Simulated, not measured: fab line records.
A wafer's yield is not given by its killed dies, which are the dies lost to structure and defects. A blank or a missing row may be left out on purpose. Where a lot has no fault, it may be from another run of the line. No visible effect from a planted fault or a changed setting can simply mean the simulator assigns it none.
Split-lot study ; flow n5Finfet ; route with 1938 steps; 7 lots, 39 wafers read

ABOUT THE SPLIT
At N5_MOL_CONTACT_COAG_ALD_131 (deposits SiO2, target thk 5 nm, pulse time 1 s, co reactant pulse time 1 s), the setting aldCycles was moved away from the recipe's 35 on 15 of the 39 wafers read, by -14.3% to +17.1%. All remaining wafers had this setting at the recipe value.

Reading taken at the split's own step.

THE READING
SiO2_of_MOL_CONTACT_COAG_ALD_131.thkNm (the simulator's own value, which no gauge read), in nm, at N5_MOL_CONTACT_COAG_ALD_131 (deposits SiO2, target thk 5 nm, pulse time 1 s, co reactant pulse time 1 s). The file gives no usual value for it.

wafer;tool, chamber at the split;aldCycles as run;against the recipe;SiO2_of_MOL_CONTACT_COAG_ALD_131.thkNm, nm;against lot-mates on the recipe
L076.1;aldSin-02, 3,1,1;35;recipe;5;-
L076.3;aldSin-02, 3,1,1;35;recipe;5;-
L076.6;aldSin-02, 3,1,1;35;recipe;5;-
L081.1;aldSin-04, 0,3,1;31;-11.4%;4.4;-0.6
L081.3;aldSin-04, 0,3,1;31;-11.4%;4.4;-0.6
L081.4;aldSin-04, 0,3,1;31;-11.4%;4.4;-0.6
L081.2;aldSin-04, 2,3,0;35;recipe;5;-
L081.5;aldSin-04, 2,3,0;35;recipe;5;-
L081.6;aldSin-04, 2,3,0;35;recipe;5;-
L082.1;aldSin-04, 3,2,0;35;recipe;5;-
L082.2;aldSin-04, 3,2,0;35;recipe;5;-
L082.4;aldSin-04, 3,2,0;35;recipe;5;-
L082.3;aldSin-04, 1,0,1;37;+5.7%;5.2;+0.2
L082.5;aldSin-04, 1,0,1;37;+5.7%;5.2;+0.2
L082.6;aldSin-04, 1,0,1;37;+5.7%;5.2;+0.2
L083.1;aldSin-04, 2;30;-14.3%;4.2;-0.8
L083.6;aldSin-04, 2;30;-14.3%;4.2;-0.8
L083.2;aldSin-04, 3,0,3;35;recipe;5;-
L083.4;aldSin-04, 3,0,3;35;recipe;5;-
L083.5;aldSin-04, 3,0,3;35;recipe;5;-
L083.3;aldSin-04, 1;30;-14.3%;4.4;-0.6
L085.1;aldSin-01, 2,3,1;33;-5.7%;4.8;-0.2
L085.2;aldSin-01, 2,3,1;33;-5.7%;4.8;-0.2
L085.3;aldSin-01, 2,3,1;33;-5.7%;4.8;-0.2
L085.4;aldSin-01, 0,2,1;35;recipe;5;-
L085.5;aldSin-01, 0,2,1;35;recipe;5;-
L085.6;aldSin-01, 0,2,1;35;recipe;5;-
L086.1;aldSin-01, 0,3,1;41;+17.1%;5.8;+0.8
L086.2;aldSin-01, 0,3,1;41;+17.1%;5.8;+0.8
L086.3;aldSin-01, 0,3,1;41;+17.1%;5.8;+0.8
L086.4;aldSin-01, 2,0,3;35;recipe;5;-
L086.5;aldSin-01, 2,0,3;35;recipe;5;-
L086.6;aldSin-01, 2,0,3;35;recipe;5;-
L091.1;aldSin-04, 1,0,2,3,0,1;35;recipe;5;-
L091.2;aldSin-04, 1,0,2,3,0,1;35;recipe;5;-
L091.3;aldSin-04, 1,0,2,3,0,1;35;recipe;5;-
L091.4;aldSin-04, 1,0,2,3,0,1;35;recipe;5;-
L091.5;aldSin-04, 1,0,2,3,0,1;35;recipe;5;-
L091.6;aldSin-04, 1,0,2,3,0,1;35;recipe;5;-
Rows listing several chambers each stand for several wafers; the file does not say which wafer went through which chamber.

FIT RESULTS
A straight line over all 39 wafers: SiO2_of_MOL_CONTACT_COAG_ALD_131.thkNm changes by +0.0479 nm for each +1% of aldCycles; r = +0.99; the points scatter about the line by 0.044 nm.
The same after taking each lot's own level away (the mean of its wafers on the recipe; 39 wafers): +0.0479 nm for each +1%; r = +0.99; scatter 0.044 nm.
According to that fit, moving aldCycles by its largest amount changes the reading by 0.82 nm.
The lots' own levels span 5.00 to 5.00 nm.
Hence the lot-to-lot level has little effect on the slope; both slopes agree.
Check: with one of the wafers moved furthest among these (+17.1%) left out of the fit, the line predicts +0.815 nm for it against its lot-mates. It came out at +0.8 nm against them.

ADDITIONAL SPLITS CARRIED BY THESE WAFERS
Before the reading, these wafers also passed through other splits. Each is held against what the fit with the lots' levels taken away leaves over:
other split on the same wafers;wafers away from the commonest value;r with SiO2_of_MOL_CONTACT_COAG_ALD_131.thkNm (lot level and that fit taken away)
N5_DUMMY_GATE_ETCH_32 timeS;15;-0.01
N5_HKMG_FIN_ETCH_32 sourceW;15;+0.24

FILE'S OWN FIT
SiO2_of_MOL_CONTACT_COAG_ALD_131.thkNm changes by +0.048 nm for each +1% of aldCycles, r = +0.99.
